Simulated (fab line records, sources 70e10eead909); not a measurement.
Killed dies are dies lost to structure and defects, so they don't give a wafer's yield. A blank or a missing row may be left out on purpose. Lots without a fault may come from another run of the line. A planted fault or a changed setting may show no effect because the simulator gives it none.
Chamber matching | flow nand_harc | NHARC_A_CONTACT_DEP_24 on pecvd-01: 3 sister chambers
The step deposits SiO2, target thk 500 nm. 14 wafers are shown with their chamber, then 7 later ones without.

WAFERS WITH THEIR CHAMBER
wafer  | chamber | heater_power_w (W) | throttle_valve_pct (%)
L074.1 | 1       | 625                | 16.4
L074.2 | 0       | 563                | 17.3
L074.5 | 2       | 492                | 16.4
L078.1 | 2       | 443                | 16.3
L078.2 | 0       | 475                | 16.1
L078.5 | 1       | 601                | 15.9
L082.3 | 0       | 508                | 16.2
L082.4 | 2       | 443                | 15.9
L082.5 | 0       | 538                | 16.3
L084.2 | 0       | 573                | 16.3
L084.4 | 1       | 457                | 16.0
L084.6 | 0       | 452                | 16.4
L089.1 | 1       | 600                | 16.2
L089.3 | 0       | 467                | 16.1

SIGNATURES (means of the wafers above)
reading            | chamber 0 | chamber 1 | chamber 2 | scatter within a chamber
heater_power_w     | 510.86    | 570.75    | 459.33    | 55
throttle_valve_pct | 16.386    | 16.125    | 16.200    | 0.349
Rule: a wafer's distance from a chamber is the root of the sum, over the readings, of the square of ((its reading less the chamber's mean) divided by the reading's scatter). The wafer belongs to the nearest chamber; if the next one is less than 2 further off, it can't be placed. The scatter: the root of (the sum of the squares of (reading less its chamber's mean) over the shown wafers, divided by (wafers less chambers)).

WAFERS WITHOUT THEIR CHAMBER
wafer  | heater_power_w (W) | throttle_valve_pct (%)
L089.6 | 454                | 16.3
L091.2 | 556                | 16.4
L091.3 | 458                | 16.2
L091.6 | 572                | 16.3
L095.2 | 536                | 16.5
L095.3 | 370                | 15.9
L095.5 | 548                | 16.3

WHICH CHAMBER EACH WENT THROUGH
wafer  | from the rows above          | in truth
L089.6 | can't be placed: 2 or 0 or 1 | 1
L091.2 | can't be placed: 0 or 1 or 2 | 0
L091.3 | can't be placed: 2 or 0      | 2
L091.6 | can't be placed: 1 or 0 or 2 | 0
L095.2 | can't be placed: 0 or 1 or 2 | 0
L095.3 | can't be placed: 2 or 0 or 1 | 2
L095.5 | can't be placed: 1 or 0 or 2 | 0
Placed correctly: 0 of 7. Can't be placed from these rows: 7 (the true chamber is among the candidates in 7). Placed wrongly: 0.
